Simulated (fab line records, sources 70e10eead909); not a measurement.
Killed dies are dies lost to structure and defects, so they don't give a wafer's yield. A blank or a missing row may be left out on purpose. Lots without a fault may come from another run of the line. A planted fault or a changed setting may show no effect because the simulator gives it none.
Problem report in the 8D (eight disciplines) form, filled by code | flow nand_harc | the parts of the form that need people (team, actions taken, sign-off) are left out

1. THE PROBLEM
sort_bin_3_pct at NHARC_END_SORT_01 reads a mean of 6.5 % on 1 wafer of 1 lot; wafers without a fault read 0.6 % with a standard deviation of 0.36. That is +16 standard deviations from the usual mean.
First seen on wafer L664.2, day 30 05:20, on prober-01. The record holds 6 wafers of 2 lots with a number at this step. Rule for "out", or "out of limits": more than 4 standard deviations from the usual mean. The other wafers with a number count as sound.

2. WHAT IT IS AND WHAT IT IS NOT
question                    | is                                                                                                              | is not
which readings at this step | sort_bin_3_pct, defect_limited_yield, killed_at_array, killed_dies, sort_bin_2_pct, sort_n_pass, sort_yield_pct | killed_at_other, killed_at_periphery, killed_open, killed_short, sort_rim_yield_pct
which lots                  | L664                                                                                                            | L655
which wafers of those lots  | L664.2                                                                                                          | L664.3, L664.4
read on which gauges        | prober-01                                                                                                       | prober-02
when                        | from day 30 05:20                                                                                               | up to then (3 sound wafers); but 2 sound wafers of L664 came after

3. SUSPECTS, AND WHAT RULES EACH OUT
Counting: a tool at a process step up to the reading stays a suspect if it ran every lot that is out. Sound lots after the first of them don't rule it out here, since some wafers of a struck lot are sound.
- the gauge at NHARC_END_SORT_01: kept. All the wafers that are out were read on prober-01, and no step on other tools shows them out.
- rie_diel-10 at NHARC_A_BONDPAD_ETCH_12 (etches the open film in CHF3/O2, target depth 220 nm, time 110 s): kept. It ran the lot that is out, L664 (day 28 14:27); its last sound lot up to then is L655 (day 28 12:14).
- cmp-02 at NHARC_THIN_TSV_CMP_01 (polishes): kept. It ran the lot that is out, L664 (day 29 06:05); its last sound lot up to then is L655 (day 29 03:49).
- pecvd-04 at NHARC_THIN_TSV_DEP_43 (deposits SiO2, target thk 1328.5 nm): kept. It ran the lot that is out, L664 (day 29 06:34).
- pvd_sputter-01 at NHARC_THIN_TSV_DEGAS_53 (time 60 s): kept. It ran the lot that is out, L664 (day 29 12:08).
- Within rie_diel-10 at NHARC_A_BONDPAD_ETCH_12: the wafers that are out ran in chamber 1; their sound lot-mates ran in chambers 0, 2.
- Within cmp-02 at NHARC_THIN_TSV_CMP_01: the wafers that are out ran in chamber 3; their sound lot-mates ran in chambers 1, 2.
Left after counting: rie_diel-10 at NHARC_A_BONDPAD_ETCH_12, cmp-02 at NHARC_THIN_TSV_CMP_01, pecvd-04 at NHARC_THIN_TSV_DEP_43, pvd_sputter-01 at NHARC_THIN_TSV_DEGAS_53, prober-01 at NHARC_END_SORT_01.

4. THE CAUSE (what the simulator had put in)
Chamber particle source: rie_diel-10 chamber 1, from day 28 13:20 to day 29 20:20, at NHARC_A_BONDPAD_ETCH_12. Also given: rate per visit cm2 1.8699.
Counting left 5 suspects, and this tool is among them.

5. THE CHAIN OF EFFECTS, in route order
Each row: a reading whose mean over the struck wafers that have a number lies more than 3 standard deviations from the usual. Only readings for which the record gives a usual standard deviation are gone through. hours: the time from each lot's start at the first step in this table that gives one to its start at this step, as a median over the lots. sigmas: the change in usual standard deviations.
hours | step              | reading              | usual  | on struck wafers | change | sigmas
0     | NHARC_END_SORT_01 | defect_limited_yield | 92.7 % | 77.8             | -14.9  | -5.7
0     | NHARC_END_SORT_01 | killed_at_array      | 45     | 145              | +100   | +5.6
0     | NHARC_END_SORT_01 | killed_dies          | 50     | 150              | +100   | +5.6
0     | NHARC_END_SORT_01 | sort_bin_2_pct       | 2.5 %  | 8.0              | +5.5   | +5.0
0     | NHARC_END_SORT_01 | sort_bin_3_pct       | 0.6 %  | 6.5              | +5.9   | +16
0     | NHARC_END_SORT_01 | sort_n_pass          | 627    | 527              | -100   | -5.6
0     | NHARC_END_SORT_01 | sort_yield_pct       | 92.7 % | 77.8             | -14.9  | -5.7

6. WHAT WOULD HAVE CAUGHT IT SOONER
In this record the first reading out of limits at a measuring or inspecting step was taken at day 30 05:20, 40 hours after the fault began at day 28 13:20.
Of the tool readings at NHARC_A_BONDPAD_ETCH_12 for which the record gives a usual standard deviation, none was out on any struck wafer, so an alarm limit of 4 standard deviations on them would not have fired.
All the lots that are out (1) had begun NHARC_A_BONDPAD_ETCH_12 on rie_diel-10 by day 30 05:20. A hold on the tool at that time would have spared none of them.
